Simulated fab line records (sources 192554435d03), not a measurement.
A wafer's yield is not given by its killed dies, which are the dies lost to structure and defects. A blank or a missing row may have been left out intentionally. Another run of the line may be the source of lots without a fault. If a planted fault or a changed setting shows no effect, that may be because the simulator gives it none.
fab line records    flow n5-finfet
record lots=7  wafers=21  last-day=17
route steps=1938 shown BEOL_M9@1420
lots untouched by any fault: they come from a run of this same line in which no faults occurred
start-h: hours from the record's first day to the start of the lot's first wafer shown    wait-h: hours since the lot's step before    " repeats the value in the row above    L1.1+2: one row covering several wafers at once    - either no value or no given start    * or withheld: withheld    < > ~ a bound
route shown NAME@n: a module of which the file shows steps, and the number in the route of the first    usual: mean/standard deviation of fault-free wafers    same: alike in all rows    chamber/n: place in a boat    sites: each site's reading    _std_site: standard deviation across them    _edge_site: the outer-site mean with the inner-site mean subtracted    radius-mm: for every site, how far away it sits from the centre of the wafer    mask NAME#n: copy n    behind: the last tool/chamber to shape the wafer    hold: cause of the lot's hold/its duration in hours/its outcome    device: whichever transistor did not switch (one of n, p or np)    end of line: at the end of the route, the tests of the same wafers    step lacking rows: just its recipe    killed: not the wafer's yield, but the dies lost to structure and defects at the first sort    map: shows each die of a wafer: x if killed, . if not, _ if none is there
set.NAME: the setting as run; set.NAME@STEP: as run at that earlier step    model.NAME: the simulator's own value behind a step, which no gauge read
a table for each step, a row for each wafer; lots at some steps of the route
services: from which hour (start-h, from the record's first day; less than 0 if before it) a tool's chamber was out of use, for how many hours, and why
## steps
# step N5_BEOL_M9_STRIP_68
# recipe chemistry=N2/H2  temp-c=40  n2-flow-sccm=200  h2-flow-sccm=200  rf-frequency-hz=6e+07
# step N5_BEOL_M9_STRIP_67
# recipe chemistry=CF4  resist=SiARC  power-w=300  bias-power-w=75  pressure-mtorr=50  cf4-flow-sccm=150  rf-frequency-hz=6e+07
# usual drypump-motor-current-A=5.8/0.4  oes-product-au=0.79/0.072  rf-vpp-V=271.2/1.2  showerhead-plenum-p-Torr=1.80/0.038  throttle-valve-pct=13.52/0.23
lot.wafer  tool         chamber  start-h  wait-h  drypump-motor-current-A  oes-product-au  rf-hours-counter-h  rf-vpp-V  showerhead-plenum-p-Torr  throttle-valve-pct
L535.3     rie-diel-03  3        268.94   0.0     6.2                      0.86            64                  271.2     1.81                      13.37
L535.5     "            0        "        "       6.2                      0.77            -                   269.5     1.73                      13.45
L535.6     "            3        "        "       6.2                      0.84            -                   271.7     1.81                      13.38
L539.1     rie-diel-03  3        284.33   0.0     6.2                      0.85            72                  272.3     1.81                      13.41
L539.4     "            0        "        "       6.2                      0.76            160                 269.9     1.73                      13.45
L539.5     "            1        "        "       6.1                      0.72            -                   273.8     1.86                      13.66
L542.1     rie-diel-01  0        311.44   0.0     5.7                      0.73            182                 271.1     1.78                      13.63
L542.3     "            1        "        "       5.7                      0.80            119                 270.5     1.81                      13.57
L542.4     "            2        "        "       5.7                      0.79            100                 270.7     1.75                      13.42
L546.3     rie-diel-03  3        337.34   0.0     6.2                      0.82            91                  271.5     1.80                      13.45
L546.4     "            1        "        "       6.2                      0.71            209                 271.8     1.85                      13.68
L546.5     "            3        "        "       6.3                      0.83            -                   272.7     1.80                      13.45
L549.3     rie-diel-03  3        339.61   0.0     6.2                      0.82            92                  270.3     1.80                      13.45
L549.4     "            2        "        "       5.5                      0.71            187                 270.4     1.79                      13.65
L549.6     "            3        "        "       6.2                      0.82            -                   271.8     1.80                      13.44
L547.3     rie-diel-03  0        339.96   0.0     6.2                      0.75            181                 268.6     1.72                      13.49
L547.5     "            1        "        "       6.2                      0.71            -                   272.2     1.85                      13.69
L547.6     "            2        "        "       5.5                      0.71            -                   270.2     1.79                      13.66
L548.1     rie-diel-05  0        340.19   0.0     5.7                      0.93            12                  271.3     1.76                      13.46
L548.3     "            2        "        "       5.0                      0.84            61                  272.4     1.81                      13.06
L548.6     "            0        "        "       5.7                      0.93            -                   271.2     1.76                      13.47
# step N5_BEOL_M9_HM_OPEN_17
# recipe chemistry=Cl2/BCl3  target-depth-a=200  overetch-a=60  target=TiN  mask-material=SOC  ion-energy-ev=150  pressure-mtorr=10  icp-w=1000  bias-w=126  Cl2_flow_sccm=53.25  bcl3-flow-sccm=21.75  Ar_flow_sccm=25
# usual drypump-motor-current-A=6.00/0.22  oes-product-au=0.70/0.094  throttle-valve-pct=22.21/0.14
lot.wafer  tool          chamber  start-h  wait-h  drypump-motor-current-A  oes-product-au  rf-hours-counter-h  throttle-valve-pct
L535.3     rie-metal-03  1        269.01   0.1     6.10                     0.70            -                   22.00
L535.5     "             1        "        "       6.12                     0.70            -                   22.01
L535.6     "             0        "        "       5.79                     0.82            -                   22.37
L539.1     rie-metal-03  0        284.37   0.0     5.79                     0.81            4                   22.36
L539.4     "             1        "        "       6.14                     0.69            -                   22.01
L539.5     "             1        "        "       6.19                     0.69            -                   22.04
L542.1     rie-metal-03  1        311.48   0.0     6.16                     0.68            35                  22.03
L542.3     "             0        "        "       5.75                     0.80            -                   22.38
L542.4     "             1        "        "       6.16                     0.68            -                   22.03
L546.3     rie-metal-01  0        337.41   0.1     6.37                     0.63            -                   22.25
L546.4     "             1        "        "       5.73                     0.53            -                   22.17
L546.5     "             1        "        "       5.71                     0.53            -                   22.20
L549.3     rie-metal-03  0        339.68   0.1     5.77                     0.78            -                   22.37
L549.4     "             1        "        "       6.15                     0.67            -                   22.05
L549.6     "             1        "        "       6.10                     0.67            -                   22.05
L547.3     rie-metal-02  1        340.04   0.1     5.82                     0.60            -                   22.23
L547.5     "             0        "        "       6.07                     0.78            -                   22.35
L547.6     "             1        "        "       5.82                     0.60            -                   22.24
L548.1     rie-metal-03  1        340.23   0.0     6.17                     0.67            38                  22.04
L548.3     "             1        "        "       6.23                     0.67            -                   22.04
L548.6     "             1        "        "       6.17                     0.67            -                   22.04
# step N5_BEOL_M9_STRIP_19
# recipe chemistry=O2  power-w=400  temp-c=40  pressure-mtorr=30  rf-frequency-hz=6e+07  bias-power-w=0  overash-fraction=0.2  o2-flow-sccm=225
# usual drypump-motor-current-A=5.7/0.36  o2-flow-sccm=224.9/0.74  oes-product-au=0.80/0.073  rf-vpp-V=3.7/0.58  showerhead-plenum-p-Torr=2.10/0.046  throttle-valve-pct=16.59/0.23
lot.wafer  tool         chamber  start-h  wait-h  drypump-motor-current-A  o2-flow-sccm  oes-product-au  rf-hours-counter-h  rf-vpp-V  showerhead-plenum-p-Torr  throttle-valve-pct
L535.3     rie-diel-01  2        269.62   0.6     5.7                      223.7         0.81            83                  3.6       2.04                      16.43
L535.5     "            3        "        "       5.2                      226.1         0.91            -                   4.2       2.13                      16.33
L535.6     "            0        "        "       5.6                      224.1         0.73            -                   4.0       2.10                      16.74
L539.1     rie-diel-01  0        284.54   0.1     5.6                      223.8         0.74            171                 2.8       2.10                      16.75
L539.4     "            3        "        "       5.1                      225.2         0.91            31                  3.5       2.13                      16.34
L539.5     "            1        "        "       5.7                      225.7         0.80            -                   4.2       2.12                      16.68
L542.1     rie-diel-03  2        311.59   0.1     5.4                      225.6         0.72            179                 3.4       2.08                      16.66
L542.3     "            0        "        "       6.2                      225.8         0.73            171                 4.0       2.00                      16.50
L542.4     "            1        "        "       6.2                      224.8         0.71            201                 4.4       2.17                      16.75
L546.3     rie-diel-05  1        337.49   0.1     6.2                      225.3         0.76            131                 4.2       2.11                      17.01
L546.4     "            2        "        "       5.0                      223.6         0.84            60                  3.1       2.13                      16.17
L546.5     "            3        "        "       5.4                      223.8         0.71            -                   2.9       2.08                      17.23
L549.3     rie-diel-05  3        339.92   0.2     5.4                      225.4         0.71            208                 3.4       2.08                      17.23
L549.4     "            1        "        "       6.2                      225.0         0.77            132                 4.8       2.11                      17.01
L549.6     "            3        "        "       5.4                      225.6         0.72            -                   3.4       2.08                      17.23
L547.3     rie-diel-05  1        340.21   0.1     6.2                      225.5         0.76            132                 3.4       2.11                      17.00
L547.5     "            1        "        "       6.2                      224.1         0.77            -                   3.7       2.11                      17.01
L547.6     "            2        "        "       5.0                      224.6         0.85            -                   4.3       2.13                      16.18
L548.1     rie-diel-01  0        340.39   0.1     5.6                      226.0         0.71            190                 3.5       2.09                      16.77
L548.3     "            3        "        "       5.1                      225.3         0.88            52                  4.7       2.12                      16.37
L548.6     "            1        "        "       5.7                      225.8         0.79            -                   3.7       2.11                      16.70
# step N5_BEOL_M9_CD_MEAS_18
# recipe pitch-nm=140  target-cd-nm=70
# usual cd-nm=69.9/0.58
lot.wafer  tool       chamber  start-h  wait-h  cd-nm
L535.3     cd-sem-02  -        269.69   0.1     69.8
L535.5     "          -        "        "       69.8
L535.6     "          -        "        "       69.8
L539.1     cd-sem-01  -        284.61   0.0     70.0
L539.4     "          -        "        "       69.5
L539.5     "          -        "        "       70.1
L542.1     cd-sem-01  -        311.66   0.0     69.6
L542.3     "          -        "        "       69.9
L542.4     "          -        "        "       69.7
L546.3     cd-sem-01  -        337.56   0.1     69.7
L546.4     "          -        "        "       69.9
L546.5     "          -        "        "       70.2
L549.3     cd-sem-02  -        340.00   0.1     69.9
L549.4     "          -        "        "       70.5
L549.6     "          -        "        "       70.3
L547.3     cd-sem-01  -        340.29   0.1     69.2
L547.5     "          -        "        "       69.8
L547.6     "          -        "        "       70.3
L548.1     cd-sem-01  -        340.46   0.0     68.9
L548.3     "          -        "        "       69.9
L548.6     "          -        "        "       70.0
# step N5_BEOL_M9_COAT_63
# recipe resist=SOC  temp-c=250  time-s=60  spin-rpm=1500  resist-thk-nm=60
# step N5_BEOL_M9_COAT_64
# recipe resist=SiARC  temp-c=220  time-s=60  spin-rpm=1500  resist-thk-nm=12
# step N5_BEOL_M9_COAT_75
# recipe resist=underlayer  temp-c=205  time-s=60  spin-rpm=1500  resist-thk-nm=5
# step N5_BEOL_M9_COAT_22
# recipe resist=CAR-EUV  spin-rpm=1500  resist-thk-nm=30
# step N5_BEOL_M9_EBR_24
# recipe solvent=PGMEA  ebr-width-mm=1.5
# step N5_BEOL_M9_SOFTBAKE_23
# recipe temp-c=110  time-s=60  resist=CAR-EUV
# step N5_BEOL_M9_EXPOSE_25
# recipe mask-id=V8  na=0.33  source-shape=annular  sigma-inner=0.4  sigma-outer=0.8  polarization=unpolarized  dose-mj=37.25
# step N5_BEOL_M9_PEB_26
# recipe peb-temp-c=100  peb-time-s=60  resist=CAR-EUV
# usual chill-plate-temp-C=23.02/0.1  exhaust-pa=45.1/0.91
lot.wafer  tool            chamber  start-h  wait-h  chill-plate-temp-C  exhaust-pa
L535.3     litho-track-01  0        270.02   0.0     22.87               45.8
L535.5     "               0        "        "       22.93               46.1
L535.6     "               0        "        "       23.00               45.8
L539.1     litho-track-05  0        285.89   0.1     23.02               44.5
L539.4     "               0        "        "       23.09               45.5
L539.5     "               0        "        "       23.16               46.0
L542.1     litho-track-01  -        314.72   0.1     -                   -
L542.3     "               -        "        "       -                   -
L542.4     "               -        "        "       -                   -
L546.3     litho-track-03  -        338.06   0.0     -                   -
L546.4     "               -        "        "       -                   -
L546.5     "               -        "        "       -                   -
L548.1     litho-track-01  -        341.85   0.1     -                   -
L548.3     "               -        "        "       -                   -
L548.6     "               -        "        "       -                   -
L549.3     litho-track-03  0        341.90   0.0     23.01               44.4
L549.4     "               0        "        "       23.06               45.9
L549.6     "               0        "        "       23.06               43.8
L547.3     litho-track-03  0        342.02   0.0     23.11               44.9
L547.5     "               0        "        "       22.92               44.2
L547.6     "               0        "        "       23.02               44.3
# step N5_BEOL_M9_DEVELOP_27
# recipe develop-time-s=30  developer=TMAH  resist=CAR-EUV  rinse-liquid=surfactant-rinse  dry=air-spin  dev-temp-c=23
## services
tool          chamber  start-h  hours  kind
rie-diel-03   2        248.66   32.5   repair
rie-diel-05   -        255.94   4.4    repair
rie-diel-03   3        261.12   1.6    repair
rie-diel-05   0        261.54   -      clean
rie-diel-05   0        261.54   -      consumable-replace:focus-ring
rie-diel-05   0        261.54   20.1   scheduled-down
rie-diel-05   0        261.54   20.1   vent-cycle
rie-diel-05   -        265.35   34.4   repair
rie-metal-02  -        290.93   2.8    pm
## key
first-sign step=N5_BEOL_M9_PEB_26  reading=tool-record  direction=missing
effect none on later readings
met-at N5_BEOL_M9_PEB_26
struck-wafers L542.1,L542.3,L542.4,L546.3,L546.4,L546.5,L548.1,L548.3,L548.6
later-rows-left-out L542.1,L542.3,L542.4,L546.3,L546.4,L546.5,L548.1,L548.3,L548.6
sort-left-out L542.1,L542.3,L542.4,L546.3,L546.4,L546.5,L548.1,L548.3,L548.6
onset-between 270.02 314.72
fault kind=skipped-step-whole  tool=litho-track-01,litho-track-03  chamber=-  onset-h=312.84  steps=N5_BEOL_M9_PEB_26  scope=struck-lots-only
# sort-left-out: the simulated sort isn't trusted on such a fault, so these wafers' sort isn't shown, and their yield isn't known
# later-rows-left-out: the simulator's readings of these wafers behind a module that went badly wrong aren't trusted and aren't shown, but for the sort
